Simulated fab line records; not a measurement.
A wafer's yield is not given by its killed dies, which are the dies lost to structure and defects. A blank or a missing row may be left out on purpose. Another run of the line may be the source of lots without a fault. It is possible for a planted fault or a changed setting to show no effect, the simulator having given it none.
Chamber matching + flow n5Finfet + N5_HKMG_FIN_ALD_71 on aldMetal-04: 4 sister chambers
The step deposits TiN, target thk 1 nm, pulse time 1 s, purge time 3 s. 8 wafers are shown with their chamber, then 7 later ones without.

## WAFERS, EACH WITH ITS CHAMBER
| wafer  | chamber | heaterPowerW (W) | precursorPulseHeightRel |
|--------|---------|------------------|-------------------------|
| L078.1 | 0       | 1092             | 1.003                   |
| L079.1 | 0       | 1070             | 0.989                   |
| L079.5 | 2       | 764              | 1.019                   |
| L081.3 | 1       | 778              | 1.030                   |
| L081.4 | 3       | 989              | 0.997                   |
| L081.5 | 1       | 769              | 0.990                   |
| L094.2 | 2       | 753              | 1.003                   |
| L094.3 | 3       | 959              | 0.987                   |

## WAFERS MISSING THEIR CHAMBER
| wafer  | heaterPowerW (W) | precursorPulseHeightRel |
|--------|------------------|-------------------------|
| L094.5 | 759              | 0.999                   |
| L095.4 | 755              | 0.970                   |
| L095.5 | 1078             | 1.009                   |
| L095.6 | 785              | 1.043                   |
| L097.1 | 1086             | 1.018                   |
| L097.3 | 765              | 1.003                   |
| L097.4 | 750              | 1.007                   |

## EACH ONE'S CHAMBER
| wafer  | from the rows above     | in truth |
|--------|-------------------------|----------|
| L094.5 | can't be placed: 2 or 1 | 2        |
| L095.4 | can't be placed: 2 or 1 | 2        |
| L095.5 | 0                       | 0        |
| L095.6 | can't be placed: 1 or 2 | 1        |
| L097.1 | 0                       | 0        |
| L097.3 | can't be placed: 2 or 1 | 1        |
| L097.4 | can't be placed: 2 or 1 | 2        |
Correct placement for 2 of the 7. These rows do not allow placing 5 (true chamber among the candidates in 5). Placed wrongly: 0.
How it was worked out, from the rows above alone: a wafer's distance from a chamber is the root of the sum, over the readings, of the square of ((its reading less the chamber's mean) divided by the reading's scatter). The wafer belongs to the nearest chamber; if the next one is less than 2 further off, it can't be placed. A chamber's mean is the mean of its shown wafers. How the scatter is found: for the shown wafers, subtract from each reading the mean of its chamber, square and add these, divide the total by (wafers less chambers), then take the root.
